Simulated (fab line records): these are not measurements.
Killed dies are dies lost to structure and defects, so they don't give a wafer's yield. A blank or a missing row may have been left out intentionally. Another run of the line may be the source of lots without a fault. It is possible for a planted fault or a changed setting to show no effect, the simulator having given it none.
Split-lot experiment | flow n5-finfet | on a route of 1938 steps: 7 lots, 39 wafers read

## ON THE SPLIT
At N5_BEOL_M9_CVD_78 (deposits Co from CCTBA/H2, target thk 2 nm, time 138.9 s), the setting target-thk-a was moved away from the recipe's 20 angstrom on 15 of the 39 wafers read, by -50.6% to +53.8%. For the rest of the wafers, this setting stayed at what the recipe calls for.

The split's own step is where the reading is taken.

## THE READING
Co_of_BEOL_M9_CVD_78.thk-nm (the simulator's own value, which no gauge read), in nm, at N5_BEOL_M9_CVD_78 (deposits Co from CCTBA/H2, target thk 2 nm, time 138.9 s). The file gives no usual value for it. The 24 wafers here that ran the recipe average 2.1 nm, standard deviation 0.14 nm.

wafer  | tool, chamber at the split | target-thk-a as run, angstrom | against the recipe | Co_of_BEOL_M9_CVD_78.thk-nm, nm | against lot-mates on the recipe
L075.1 | cvd-co-01, 2               | 20                            | recipe             | 1.8                             | -
L075.2 | cvd-co-01, 1               | 20                            | recipe             | 2                               | -
L075.4 | cvd-co-01, 1               | 20                            | recipe             | 2                               | -
L075.3 | cvd-co-01, 2,1             | 30.04                         | +50.2%             | 3                               | +1.1
L075.6 | cvd-co-01, 2,1             | 30.04                         | +50.2%             | 3                               | +1.1
L075.5 | cvd-co-01, 2               | 30.04                         | +50.2%             | 2.8                             | +0.9
L077.1 | cvd-co-02, 1,0,1           | 20                            | recipe             | 2.2                             | -
L077.2 | cvd-co-02, 1,0,1           | 20                            | recipe             | 2.2                             | -
L077.6 | cvd-co-02, 1,0,1           | 20                            | recipe             | 2.2                             | -
L077.3 | cvd-co-02, 2,2,0           | 20                            | recipe             | 2                               | -
L077.4 | cvd-co-02, 2,2,0           | 20                            | recipe             | 2                               | -
L077.5 | cvd-co-02, 2,2,0           | 20                            | recipe             | 2                               | -
L074.1 | cvd-co-01, 2               | 30.75                         | +53.8%             | 2.8                             | +0.7
L074.2 | cvd-co-01, 1               | 30.75                         | +53.8%             | 3.2                             | +1.1
L074.3 | cvd-co-01, 0               | 30.75                         | +53.8%             | 3                               | +0.9
L074.4 | cvd-co-01, 1               | 20                            | recipe             | 2.2                             | -
L074.5 | cvd-co-01, 0,2             | 20                            | recipe             | 2                               | -
L074.6 | cvd-co-01, 0,2             | 20                            | recipe             | 2                               | -
L076.1 | cvd-co-02, 2               | 11.39                         | -43.0%             | 1.2                             | -1.0
L076.2 | cvd-co-02, 0,0,2           | 20                            | recipe             | 2.2                             | -
L076.4 | cvd-co-02, 0,0,2           | 20                            | recipe             | 2.2                             | -
L076.5 | cvd-co-02, 0,0,2           | 20                            | recipe             | 2.2                             | -
L076.3 | cvd-co-02, 1               | 11.39                         | -43.0%             | 1.4                             | -0.8
L076.6 | cvd-co-02, 1               | 11.39                         | -43.0%             | 1.4                             | -0.8
L079.1 | cvd-co-02, 0,2,1           | 9.88                          | -50.6%             | 1.2                             | -1.0
L079.2 | cvd-co-02, 0,2,1           | 9.88                          | -50.6%             | 1.2                             | -1.0
L079.5 | cvd-co-02, 0,2,1           | 9.88                          | -50.6%             | 1.2                             | -1.0
L079.3 | cvd-co-02, 1,0,2           | 20                            | recipe             | 2.2                             | -
L079.4 | cvd-co-02, 1,0,2           | 20                            | recipe             | 2.2                             | -
L079.6 | cvd-co-02, 1,0,2           | 20                            | recipe             | 2.2                             | -
L089.1 | cvd-co-01, 0,2             | 26.7                          | +33.5%             | 2.4                             | +0.5
L089.3 | cvd-co-01, 0,2             | 26.7                          | +33.5%             | 2.4                             | +0.5
L089.2 | cvd-co-01, 1               | 26.7                          | +33.5%             | 2.6                             | +0.7
L089.4 | cvd-co-01, 1               | 20                            | recipe             | 2                               | -
L089.5 | cvd-co-01, 2,0             | 20                            | recipe             | 1.8                             | -
L089.6 | cvd-co-01, 2,0             | 20                            | recipe             | 1.8                             | -
L095.1 | cvd-co-01, 1               | 20                            | recipe             | 2.2                             | -
L095.5 | cvd-co-01, 1,0             | 20                            | recipe             | 2                               | -
L095.6 | cvd-co-01, 1,0             | 20                            | recipe             | 2                               | -
If several chambers appear in one row, that row covers several wafers at once and the file leaves open which wafer was in which chamber.

FIT RESULTS
A straight line over all 39 wafers: Co_of_BEOL_M9_CVD_78.thk-nm changes by +0.0167 nm for each +1% of target-thk-a; r = +0.96; the points scatter about the line by 0.14 nm.
The same after taking each lot's own level away (the mean of its wafers on the recipe; 39 wafers): +0.0191 nm for each +1%; r = +0.98; scatter 0.099 nm.
According to that fit, moving target-thk-a by its largest amount changes the reading by 1 nm.
The lots' own levels span 1.87 to 2.20 nm, that is 2.4 times the standard deviation above.
Hence the slope depends on the lot-to-lot level, as the two fits are not the same.
Check: with one of the wafers moved furthest among these (+53.8%) left out of the fit, the line predicts +1.05 nm for it against its lot-mates. It came out at +0.733 nm against them.

## OTHER SPLITS APPLIED TO THESE WAFERS
Other splits were also applied to these wafers ahead of the reading. Each is held against what the fit with the lots' levels taken away leaves over:
other split on the same wafers     | wafers away from the commonest value | r with Co_of_BEOL_M9_CVD_78.thk-nm (lot level and that fit taken away)
N5_BEOL_M6_ILD_DEP_00 target-thk-a | 12                                   | +0.15
N5_BEOL_M7_TRENCH_ETCH_37 time-s   | 15                                   | +0.01

## THE FILE'S OWN FIT
Co_of_BEOL_M9_CVD_78.thk-nm changes by +0.019 nm for each +1% of target-thk-a, r = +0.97.
